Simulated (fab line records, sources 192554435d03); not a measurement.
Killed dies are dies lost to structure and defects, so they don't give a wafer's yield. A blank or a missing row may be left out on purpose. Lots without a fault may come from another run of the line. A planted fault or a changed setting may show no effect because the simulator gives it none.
Chamber matching | flow n5_finfet | N5_MOL_CONTACT_COAG_DESCUM_13 on rie_diel-06: 4 sister chambers
The step chemistry O2, time 7 s. 24 wafers are shown with their chamber, then 12 later ones without.

WAFERS WITH THEIR CHAMBER
wafer  | chamber | throttle_valve_pct (%) | showerhead_plenum_p_Torr (Torr) | drypump_motor_current_A (A)
L074.1 | 0       | 20.0                   | 2.02                            | 5.9
L074.4 | 3       | 20.9                   | 2.19                            | 5.1
L074.6 | 3       | 20.9                   | 2.19                            | 5.1
L075.2 | 3       | 20.9                   | 2.19                            | 5.1
L075.4 | 0       | 20.0                   | 2.02                            | 5.9
L075.5 | 0       | 20.0                   | 2.02                            | 5.9
L079.1 | 1       | 20.7                   | 2.14                            | 5.6
L079.4 | 3       | 20.9                   | 2.19                            | 5.1
L079.6 | 0       | 20.0                   | 2.01                            | 5.9
L080.2 | 3       | 20.9                   | 2.19                            | 5.1
L080.3 | 0       | 20.0                   | 2.01                            | 5.9
L080.4 | 1       | 20.7                   | 2.14                            | 5.7
L081.3 | 2       | 20.3                   | 2.10                            | 5.5
L081.4 | 1       | 20.7                   | 2.14                            | 5.7
L081.6 | 3       | 20.9                   | 2.19                            | 5.1
L084.1 | 3       | 20.9                   | 2.19                            | 5.1
L084.3 | 0       | 20.0                   | 2.01                            | 5.9
L084.5 | 1       | 20.8                   | 2.14                            | 5.6
L092.2 | 1       | 20.8                   | 2.14                            | 5.7
L092.4 | 2       | 20.3                   | 2.09                            | 5.5
L092.5 | 0       | 20.0                   | 2.00                            | 5.9
L076.2 | 3       | 21.0                   | 2.18                            | 5.2
L076.3 | 0       | 20.0                   | 2.00                            | 5.9
L076.5 | 3       | 21.0                   | 2.18                            | 5.1

SIGNATURES (means of the wafers above)
reading                  | chamber 0 | chamber 1 | chamber 2 | chamber 3 | scatter within a chamber
throttle_valve_pct       | 20.000    | 20.740    | 20.300    | 20.922    | 0.0371
showerhead_plenum_p_Torr | 2.0112    | 2.1400    | 2.0950    | 2.1878    | 0.00589
drypump_motor_current_A  | 5.900     | 5.660     | 5.500     | 5.111     | 0.0323
Rule: a wafer's distance from a chamber is the root of the sum, over the readings, of the square of ((its reading less the chamber's mean) divided by the reading's scatter). The wafer belongs to the nearest chamber; if the next one is less than 2 further off, it can't be placed. The scatter: the root of (the sum of the squares of (reading less its chamber's mean) over the shown wafers, divided by (wafers less chambers)).

WAFERS WITHOUT THEIR CHAMBER
wafer  | throttle_valve_pct (%) | showerhead_plenum_p_Torr (Torr) | drypump_motor_current_A (A)
L094.4 | 20.9                   | 2.18                            | 5.1
L094.5 | 20.4                   | 2.09                            | 5.5
L094.6 | 21.0                   | 2.18                            | 5.1
L095.1 | 20.8                   | 2.13                            | 5.6
L095.3 | 20.4                   | 2.09                            | 5.5
L095.6 | 20.8                   | 2.13                            | 5.7
L097.1 | 20.4                   | 2.09                            | 5.5
L097.3 | 20.8                   | 2.13                            | 5.6
L097.6 | 20.4                   | 2.09                            | 5.5
L096.1 | 20.0                   | 2.00                            | 5.9
L096.3 | 21.0                   | 2.18                            | 5.1
L096.4 | 20.8                   | 2.13                            | 5.7

WHICH CHAMBER EACH WENT THROUGH
wafer  | from the rows above | in truth
L094.4 | 3                   | 3
L094.5 | 2                   | 2
L094.6 | 3                   | 3
L095.1 | 1                   | 1
L095.3 | 2                   | 2
L095.6 | 1                   | 1
L097.1 | 2                   | 2
L097.3 | 1                   | 1
L097.6 | 2                   | 2
L096.1 | 0                   | 0
L096.3 | 3                   | 3
L096.4 | 1                   | 1
Placed correctly: 12 of 12. Can't be placed from these rows: 0. Placed wrongly: 0.
